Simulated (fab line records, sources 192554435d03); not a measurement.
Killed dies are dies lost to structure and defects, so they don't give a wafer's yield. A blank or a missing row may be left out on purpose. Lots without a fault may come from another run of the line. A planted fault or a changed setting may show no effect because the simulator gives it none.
fab line records | flow n5_finfet
record lots=7 wafers=39
route steps=1938 shown WELL_APT@39 DUMMY_GATE@237 SD_EPI_N@278 MOL_CONTACT_COAG@538
start_h: hours from the record's first day to the start of the lot's first wafer shown | wait_h: hours since the lot's step before | " the same as in the row above | L1.1+2: a row that stands for several wafers | - no value, or no start given | * or withheld: withheld | < > ~ a bound
route shown NAME@n: a module of which the file shows steps, and the number in the route of the first | usual: mean/standard deviation of fault-free wafers | same: alike in all rows | chamber/n: place in a boat | sites: the reading at each site | _std_site: their standard deviation | _edge_site: outer sites' mean less inner sites' | radius_mm: how far each site lies from the wafer's centre | mask NAME#n: copy n | behind: the tool/chamber that last shaped the wafer | hold: why the lot was held/for how many hours/how that ended | device: the transistor (n, p or np) that didn't switch | end of line: the same wafers' tests at the end of the route | a step without rows: its recipe alone | killed: dies lost to structure and defects at the first sort, not the wafer's yield | map: a wafer's dies, x killed, . not, _ none there
set.NAME: the setting as run; set.NAME@STEP: as run at that earlier step | model.NAME: the simulator's own value behind a step, which no gauge read
lots whose settings were changed on purpose; a table a step, a row a wafer
## steps
# step N5_WELL_APT_EXPOSE_22
# recipe mask_id=PWELL na=0.8 source_shape=conventional sigma_outer=0.8 polarization=unpolarized defocus_nm=0 target_cd_nm=200 dose_mj=23.2
# columns lot.wafer tool chamber start_h wait_h mask set.dose_mj
L075.1+4+5 krf_scanner-01 0 21.57 - PWELL#0 22.26
L075.2+3+6 " 0 " " PWELL#0 23.2
L077.1+2+3+4+5+6 krf_scanner-01 0 33.17 - PWELL#0 23.2
L079.1+2+3+4+5+6 krf_scanner-01 0 44.80 - PWELL#0 23.2
L088.1+2+3+4+5+6 krf_scanner-02 0 99.15 - PWELL#0 23.2
L091.1+4+6 krf_scanner-01 0 116.65 - PWELL#0 22.27
L091.2+3+5 " 0 " " PWELL#0 23.2
L092.1+2+4 krf_scanner-01 0 122.65 - PWELL#0 24.28
L092.3+5+6 " 0 " " PWELL#0 23.2
L094.2+3+6 krf_scanner-01 0 134.82 - PWELL#0 23.2
# step N5_WELL_APT_PEB_23
# recipe peb_temp_c=130 peb_time_s=90
# step N5_WELL_APT_DEVELOP_24
# recipe develop_time_s=45 rinse_liquid=surfactant_rinse dry=air_spin dev_temp_c=21
# step N5_WELL_APT_HARDBAKE_29
# recipe temp_c=130 time_s=120
# step N5_WELL_APT_CD_MEAS_25
# recipe target_cd_nm=200 landing_energy_ev=500 detector=se_inlens
# usual cd_nm=200.5/2.1
# columns lot.wafer tool chamber start_h wait_h set.dose_mj@WELL_APT_EXPOSE_22 cd_nm
L075.1 cd_sem-03 0 21.74 - 22.26 194.6
L075.2 " 0 " " 23.2 200.7
L075.3 " 0 " " 23.2 204.3
L075.4 " 0 " " 22.26 196.1
L075.5 " 0 " " 22.26 195.6
L075.6 " 0 " " 23.2 203.8
L077.1 cd_sem-03 0 33.34 - 23.2 199.2
L077.2 " 0 " " 23.2 199.9
L077.3 " 0 " " 23.2 196.8
L077.4 " 0 " " 23.2 197.7
L077.5 " 0 " " 23.2 198.7
L077.6 " 0 " " 23.2 196.8
L079.1 cd_sem-03 0 44.97 - 23.2 204.4
L079.2 " 0 " " 23.2 201.5
L079.3 " 0 " " 23.2 204.0
L079.4 " 0 " " 23.2 204.5
L079.5 " 0 " " 23.2 202.6
L079.6 " 0 " " 23.2 202.2
L088.1 cd_sem-01 0 99.32 - 23.2 199.5
L088.2 " 0 " " 23.2 202.2
L088.3 " 0 " " 23.2 199.5
L088.4 " 0 " " 23.2 201.4
L088.5 " 0 " " 23.2 199.6
L088.6 " 0 " " 23.2 200.9
L091.1 cd_sem-01 0 116.83 - 22.27 189.9
L091.2 " 0 " " 23.2 198.5
L091.3 " 0 " " 23.2 198.4
L091.4 " 0 " " 22.27 190.5
L091.5 " 0 " " 23.2 197.7
L091.6 " 0 " " 22.27 191.4
L092.1 cd_sem-01 0 122.82 - 24.28 207.0
L092.2 " 0 " " 24.28 205.8
L092.3 " 0 " " 23.2 201.6
L092.4 " 0 " " 24.28 207.8
L092.5 " 0 " " 23.2 201.4
L092.6 " 0 " " 23.2 200.9
L094.2 cd_sem-01 0 134.99 - 23.2 201.7
L094.3 " 0 " " 23.2 202.2
L094.6 " 0 " " 23.2 202.5
# step N5_WELL_APT_DESCUM_30
# recipe chemistry=O2 time_s=7.9 source_power_w=50 bias_power_w=20 pressure_mtorr=20 rf_frequency_hz=2.712e+07 temp_c=40 o2_flow_sccm=225
# columns lot.wafer tool chamber start_h wait_h set.dose_mj@WELL_APT_EXPOSE_22 model.WELL_APT.cd_nm
L075.1 rie_diel-01 2 22.08 0.3 22.26 195
L075.2 " 1 " " 23.2 200.4
L075.3 " 3 " " 23.2 204.2
L075.4 " 0 " " 22.26 196.2
L075.5 " 1 " " 22.26 195.6
L075.6 " 0 " " 23.2 203.9
L077.1 rie_diel-03 0 33.43 0.0 23.2 199.1
L077.2 " 1 " " 23.2 200.1
L077.3 " 2 " " 23.2 197.1
L077.4 " 0 " " 23.2 197.4
L077.5 " 1 " " 23.2 199
L077.6 " 2 " " 23.2 196.9
L079.1 rie_diel-01 2 45.18 0.2 23.2 203.8
L079.2 " 1 " " 23.2 201.3
L079.3 " 0 " " 23.2 203.5
L079.4 " 1 " " 23.2 204.5
L079.5 " 0 " " 23.2 202.6
L079.6 " 2 " " 23.2 202.2
L088.1 rie_diel-04 3 99.67 0.3 23.2 199.7
L088.2 " 0 " " 23.2 201.7
L088.3 " 1 " " 23.2 199.6
L088.4 " 2 " " 23.2 201.6
L088.5 " 3 " " 23.2 199.9
L088.6 " 0 " " 23.2 200.8
L091.1+4 rie_diel-04 0 116.94 0.1 22.27 190
L091.2 " 1 " " 23.2 198.6
L091.3 " 2 " " 23.2 198.5
L091.5 " 2 " " 23.2 198
L091.6 " 1 " " 22.27 191.1
L092.1 rie_diel-03 2 122.91 0.0 24.28 207.5
L092.2 " 1 " " 24.28 205.7
L092.3 " 0 " " 23.2 201.2
L092.4 " 3 " " 24.28 207.9
L092.5 " 1 " " 23.2 201.6
L092.6 " 0 " " 23.2 200.9
L094.2 rie_diel-03 3 135.14 0.1 23.2 201.9
L094.3 " 2 " " 23.2 202.4
L094.6 " 2 " " 23.2 202.2
# step N5_DUMMY_GATE_ETCH_37
# recipe chemistry=N2/H2 target=SOC target_depth_a=600 overetch_a=300 temp_c=40 ion_energy_ev=200 pressure_mtorr=30 source_w=840 bias_w=150 n2_flow_sccm=200 h2_flow_sccm=200
# usual rf_vpp_V=525/3.2
# columns lot.wafer tool chamber start_h wait_h set.source_w rf_vpp_V model.SiARC_of_DUMMY_GATE_COAT_35.thk_nm
L075.1 rie_diel-06 2 53.19 0.0 906.9 509 4.8
L075.2 " 0 " " 906.9 508 4.6
L075.3 " 3 " " 840 527 5
L075.4 " 0 " " 840 522 5
L075.5 " 3 " " 906.9 514 4.8
L075.6 " 2 " " 840 522 5
L077.1 rie_diel-02 3 64.52 0.0 840 528 5
L077.2 " 0 " " 990.9 498 4.6
L077.3 " 2 " " 840 519 5
L077.4 " 1 " " 840 522 5
L077.5 " 3 " " 990.9 498 4.6
L077.6 " 0 " " 990.9 500 4.6
L079.1 rie_diel-02 0 76.34 0.0 881.5 520 5
L079.2 " 2 " " 881.5 511 4.8
L079.3 " 1 " " 881.5 513 4.8
L079.4 " 3 " " 840 527 5
L079.5 " 2 " " 840 520 5
L079.6 " 3 " " 840 528 5
L088.1 rie_diel-02 3 129.60 0.0 705.8 559 5.6
L088.2 " 2 " " 840 520 5
L088.3 " 0 " " 705.8 557 5.6
L088.4 " 0 " " 705.8 557 5.6
L088.5 " 2 " " 840 518 5
L088.6 " 3 " " 840 528 5.2
L091.1 rie_diel-05 1 148.06 0.0 840 525 5
L091.2 " 2 " " 840 526 5
L091.3 " 3 " " 840 527 5
L091.4 " 3 " " 695.1 562 5.4
L091.5 " 1 " " 695.1 559 5.4
L091.6 " 2 " " 695.1 561 5.4
L092.1 rie_diel-06 1 153.00 0.0 840 528 5
L092.2 " 2 " " 840 522 5
L092.3 " 3 " " 982 500 4.6
L092.4 " 0 " " 982 496 4.4
L092.5 " 0 " " 840 521 4.8
L092.6 " 1 " " 982 502 4.6
L094.2 rie_diel-02 3 166.65 0.0 840 526 5
L094.3 " 2 " " 840 528 5
L094.6 " 1 " " 840 519 5.2
# step N5_DUMMY_GATE_ETCH_44
# recipe chemistry=HBr/O2 over_etch_frac=0.7 target_depth_a=1275 stop_on=SiO2 ion_energy_ev=60 bias_w=20 target=poly-Si mask_material=SiO2 pressure_mtorr=20 icp_w=400 HBr_flow_sccm=120 O2_flow_sccm=10
# usual oes_product_au=0.731/0.012
# columns lot.wafer tool chamber start_h wait_h set.target_depth_a oes_product_au
L075.1 rie_si-06 2 53.80 0.0 1275 0.727
L075.2 " 0 " " 1112 0.797
L075.3 " 3 " " 1275 0.725
L075.4 " 1 " " 1112 0.798
L075.5 " 1 " " 1112 0.797
L075.6 " 0 " " 1275 0.749
L077.1 rie_si-06 1 65.13 0.0 1275 0.743
L077.2 " 2 " " 1408 0.696
L077.3 " 0 " " 1275 0.753
L077.4 " 3 " " 1408 0.691
L077.5 " 0 " " 1275 0.747
L077.6 " 1 " " 1408 0.717
L079.1 rie_si-05 1 76.95 0.0 1275 0.731
L079.2 " 3 " " 1411 0.684
L079.3 " 2 " " 1411 0.699
L079.4 " 0 " " 1411 0.693
L079.5 " 1 " " 1275 0.730
L079.6 " 0 " " 1275 0.722
L088.1 rie_si-04 1 130.21 0.0 1275 0.724
L088.2 " 3 " " 1275 0.702
L088.3 " 0 " " 1275 0.728
L088.4 " 2 " " 1275 0.742
L088.5 " 3 " " 1275 0.705
L088.6 " 0 " " 1275 0.727
L091.1 rie_si-04 3 148.68 0.0 1392 0.697
L091.2 " 2 " " 1392 0.709
L091.3 " 0 " " 1275 0.721
L091.4 " 1 " " 1275 0.739
L091.5 " 1 " " 1275 0.727
L091.6 " 2 " " 1392 0.713
L092.1 rie_si-04 3 153.61 0.0 1232 0.734
L092.2 " 0 " " 1275 0.724
L092.3 " 2 " " 1232 0.756
L092.4 " 1 " " 1275 0.730
L092.5 " 0 " " 1232 0.731
L092.6 " 3 " " 1275 0.720
L094.2 rie_si-05 1 167.26 0.0 1275 0.727
L094.3 " 3 " " 1275 0.717
L094.6 " 1 " " 1275 0.726
# step N5_SD_EPI_N_ETCH_45
# recipe chemistry=CH3F/O2 target=SiOCN target_depth_a=60 mask_material=SOC ion_energy_ev=60 bias_w=29 pressure_mtorr=15 source_w=410 Ar_flow_sccm=150 CH3F_flow_sccm=30 O2_flow_sccm=20
# columns lot.wafer tool chamber start_h wait_h set.target_depth_a model.etch.depth_nm
L075.1 rie_diel-03 0 56.77 0.1 60 6.041
L075.2 " 1 " " 60 5.941
L075.3 " 3 " " 60 5.922
L075.4 " 2 " " 63.17 6.427
L075.5 " 3 " " 63.17 6.275
L075.6 " 2 " " 63.17 6.457
L077.1 rie_diel-04 1 67.22 0.1 60 6.15
L077.2 " 0 " " 60 5.937
L077.3 " 2 " " 60 6.057
L077.4 " 3 " " 60 5.963
L077.5 " 0 " " 60 5.925
L077.6 " 3 " " 60 5.95
L079.1 rie_diel-01 2 79.88 0.1 55.59 5.637
L079.2 " 3 " " 60 6.061
L079.3 " 1 " " 55.59 5.629
L079.4 " 0 " " 60 6.001
L079.5 " 0 " " 55.59 5.518
L079.6 " 1 " " 60 6.08
L088.1 rie_diel-03 1 132.27 0.1 55.68 5.492
L088.2 " 3 " " 55.68 5.518
L088.3 " 2 " " 60 6.082
L088.4 " 0 " " 60 6.06
L088.5 " 2 " " 55.68 5.609
L088.6 " 3 " " 60 5.942
L091.1 rie_diel-04 0 151.33 0.1 56.03 5.469
L091.2 " 3 " " 60 5.908
L091.3 " 2 " " 56.03 5.532
L091.4 " 1 " " 56.03 5.625
L091.5 " 2 " " 60 5.894
L091.6 " 3 " " 60 5.859
L092.1 rie_diel-04 2 155.62 0.1 60 5.931
L092.2 " 1 " " 57.95 5.793
L092.3 " 3 " " 60 5.883
L092.4 " 0 " " 57.95 5.612
L092.5 " 1 " " 57.95 5.75
L092.6 " 2 " " 60 5.952
L094.2 rie_diel-04 2 169.29 0.1 60 5.872
L094.3 " 1 " " 60 5.994
L094.6 " 1 " " 60 6.036
# step N5_MOL_CONTACT_COAG_ETCH_110
# recipe chemistry=CF4/O2 target=Si target_depth_a=25 time_s=8 pressure_mtorr=100 source_w=200 bias_w=12 ion_energy_ev=60 Ar_flow_sccm=100 cf4_flow_sccm=100 O2_flow_sccm=10
# usual rf_vpp_V=127.0/2.8
# columns lot.wafer tool chamber start_h wait_h set.bias_w rf_vpp_V
L075.1 rie_diel-04 1 99.11 0.0 13.08 139.7
L075.2 " 3 " " 13.08 138.6
L075.3 " 0 " " 12 126.8
L075.4 " 2 " " 12 131.4
L075.5 " 2 " " 12 129.7
L075.6 " 3 " " 13.08 137.8
L077.1 rie_diel-04 3 107.18 0.0 12 127.8
L077.2 " 2 " " 12 130.9
L077.3 " 0 " " 12 127.3
L077.4 " 1 " " 12 129.3
L077.5 " 1 " " 12 127.8
L077.6 " 2 " " 12 129.1
L079.1 rie_diel-01 1 120.46 0.0 12 128.0
L079.2 " 3 " " 12 123.5
L079.3 " 2 " " 12 132.1
L079.4 " 2 " " 12 130.2
L079.5 " 1 " " 12 126.1
L079.6 " 3 " " 12 122.3
L088.1 rie_diel-01 1 172.41 0.0 10.43 114.1
L088.2 " 3 " " 10.43 110.7
L088.3 " 2 " " 12 131.9
L088.4 " 0 " " 12 122.9
L088.5 " 2 " " 12 131.3
L088.6 " 3 " " 10.43 110.3
L091.1 rie_diel-01 1 190.78 0.0 12 125.9
L091.2 " 2 " " 10.81 120.1
L091.3 " 0 " " 12 126.0
L091.4 " 3 " " 10.81 112.8
L091.5 " 0 " " 10.81 114.0
L091.6 " 1 " " 12 126.4
L092.1 rie_diel-04 2 198.22 0.0 11.11 120.2
L092.2 " 0 " " 12 126.7
L092.3 " 3 " " 12 127.3
L092.4 " 1 " " 12 129.5
L092.5 " 2 " " 11.11 121.1
L092.6 " 3 " " 11.11 119.9
L094.2 rie_diel-01 0 209.63 0.0 12 123.1
L094.3 " 3 " " 12 122.6
L094.6 " 0 " " 12 125.2
## key
split step=N5_WELL_APT_EXPOSE_22 setting=dose_mj stated=23.2 by=wafer
response step=N5_WELL_APT_CD_MEAS_25 reading=cd_nm change=+1.6 per=1% r=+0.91
response step=N5_WELL_APT_DESCUM_30 reading=model.WELL_APT.cd_nm change=+1.62 per=1% r=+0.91
split step=N5_DUMMY_GATE_ETCH_37 setting=source_w stated=840 by=wafer
response step=N5_DUMMY_GATE_ETCH_37 reading=rf_vpp_V change=-1.73 per=1% r=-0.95
response step=N5_DUMMY_GATE_ETCH_37 reading=model.SiARC_of_DUMMY_GATE_COAT_35.thk_nm change=-0.0257 per=1% r=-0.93
split step=N5_DUMMY_GATE_ETCH_44 setting=target_depth_a stated=1275 by=wafer
response step=N5_DUMMY_GATE_ETCH_44 reading=oes_product_au change=-0.00404 per=1% r=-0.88
split step=N5_SD_EPI_N_ETCH_45 setting=target_depth_a stated=60 by=wafer
response step=N5_SD_EPI_N_ETCH_45 reading=model.etch.depth_nm change=+0.0636 per=1% r=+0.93
split step=N5_MOL_CONTACT_COAG_ETCH_110 setting=bias_w stated=12 by=wafer
response step=N5_MOL_CONTACT_COAG_ETCH_110 reading=rf_vpp_V change=+1.15 per=1% r=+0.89
